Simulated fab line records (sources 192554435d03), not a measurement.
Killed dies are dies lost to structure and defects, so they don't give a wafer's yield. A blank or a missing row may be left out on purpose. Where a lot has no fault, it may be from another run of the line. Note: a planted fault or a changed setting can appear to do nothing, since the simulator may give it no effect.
Struck lot and sound lot, side by side | flow n5-finfet | 37 out of 1938 route steps
Sound: the wafers L436.3, L436.4, L436.6. Wafers struck: L426.1, L426.3, L426.6. At the end, the cause is stated.
At each step with rows: each side's tool, then ch and its chambers, then its first start. Under that, the readings that differ: sound wafers | struck wafers | difference of the means | sigmas: that difference in standard deviations of wafers without a fault.
alike: words and numbers the same on both sides, and readings whose means are apart by under 2 such deviations; not compared: readings that were withheld, readings missing a value for some wafer, numbers with overlapping values and no deviation given by the record, and bounds like >300 which may hide the same value.
A row with sigmas, a row that says differs or no value, or rows on one side alone: a step with any of these is where the two part. Non-overlapping numbers with no deviation appear without sigmas and do not part them. A reading that every wafer of one side lacks parts them only if that side has two wafers or more.

first, 9 steps without rows for these wafers: N5_BEOL_M4_ANNEAL_95 (time 240 s); N5_BEOL_M4_SPUTTER_96 (material Cu, target thk 4.5 nm, time 8.29 s); N5_BEOL_M4_ECD_50 (material Cu, target thk 300 nm); N5_BEOL_M4_ANNEAL_51 (time 90 s); N5_BEOL_M4_CMP_52 (polishes, stops on SiOC, t overpolish 6.8 s, target thk 40 nm); N5_BEOL_M4_PRE_CLEAN_60 (time 15 s); N5_BEOL_M4_CO_CAP_55 (material Co, precursor CCTBA/H2, target thk 2 nm, time 102.1 s); N5_BEOL_M4_PRE_CLEAN_56 (time 15 s); N5_BEOL_M4_DEP_57 (deposits SiCN from 3MS/NH3, target thk 8 nm, time 14 s).
N5_BEOL_M4_RC_MEAS_101:
  sound on prober-02 ch 0, day 13 09:04; struck on prober-02 ch 0, day 11 04:59
  alike: DIBL_N, DIBL_P, IOFF_N, IOFF_P, ION_N, ION_P, SS_N, SS_P, VT_N, VT_P
then, 24 steps without rows for these wafers: N5_BEOL_M5_ILD_DEP_00 (deposits SiCOH lowk from DEMS/porogen, target thk 140.64 nm, time 25.9 s); N5_BEOL_M5_CURE_79 (cures SiCOH lowk, time 240 s); N5_BEOL_M5_PECVD_70 (deposits SiO2 from TEOS/O2, target thk 16 nm, time 18 s); N5_BEOL_M5_HM_DEP_02 (deposits TiN, target thk 20 nm); N5_BEOL_M5_COAT_59 (time 60 s, resist thk 60 nm); N5_BEOL_M5_COAT_60 (time 60 s, resist thk 12 nm); N5_BEOL_M5_COAT_71 (time 60 s, resist thk 5 nm); N5_BEOL_M5_COAT_05 (resist thk 30 nm); N5_BEOL_M5_EBR_07; N5_BEOL_M5_SOFTBAKE_06 (time 60 s); N5_BEOL_M5_EXPOSE_08 (exposes mask M5, target cd 28 nm); N5_BEOL_M5_PEB_09 (peb time 60 s); N5_BEOL_M5_DEVELOP_10 (develop time 30 s); N5_BEOL_M5_DESCUM_16 (chemistry O2, time 7 s); N5_BEOL_M5_ETCH_72 (etches underlayer in N2/H2, target depth 6.5 nm, time 5.2 s); N5_BEOL_M5_ETCH_61 (etches SiARC in CF4, target depth 15.6 nm, time 26 s); N5_BEOL_M5_ETCH_62 (etches SOC in N2/H2, target depth 75 nm, overetch 15 nm, time 112.5 s); N5_BEOL_M5_STRIP_63 (strips in N2/H2); N5_BEOL_M5_STRIP_73 (strips in N2/H2); N5_BEOL_M5_STRIP_64 (strips in CF4); N5_BEOL_M5_HM_OPEN_17 (chemistry Cl2/BCl3, target TiN, target depth 20 nm, overetch 6 nm); N5_BEOL_M5_STRIP_19 (strips in O2); N5_BEOL_M5_COAT_65 (time 60 s, resist thk 60 nm); N5_BEOL_M5_COAT_66 (time 60 s, resist thk 12 nm).
N5_BEOL_M10_EXPOSE_25: exposes mask V9.
  sound on arfi-scanner-01 ch 0, day 15 15:20; struck on arfi-scanner-03 ch 0, day 13 01:07
  reading              | sound          | struck         | difference | sigmas
  exposure-dose-mJ-cm2 | 85.3 85.4 85.3 | 93.8 93.8 93.6 | +8.4       | +11
  alike: mask, focus-offset-nm, stage-vel-mm-s
N5_BEOL_M10_CD_MEAS_28: the cd target is 70 nm.
  sound on cd-sem-03 ch 0, day 15 15:28; struck on cd-sem-03 ch 0, day 13 01:14
  reading    | sound          | struck         | difference | sigmas
  cd-nm (nm) | 68.7 69.4 68.9 | 77.7 77.1 78.4 | +8.7       | +9
-- the record jumps here: 2 days lie between the struck wafers' starts before and after (it left off in module BEOL_M10 and takes up again in module PASSIVATION, whose first step shown is number 1936 of the route) --
N5_PASSIVATION_PROBE_49:
  only the struck wafers here have rows in the record (prober-01, day 15 06:58); the sound ones have none

WHERE THEY PART
First at N5_BEOL_M10_EXPOSE_25; last, within this record, at N5_PASSIVATION_PROBE_49.

WHY: what had been put in by the simulator
Process parameters drifting: arfi-scanner-03 at N5_BEOL_M10_EXPOSE_25, beginning at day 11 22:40. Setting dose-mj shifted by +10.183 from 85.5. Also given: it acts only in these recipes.
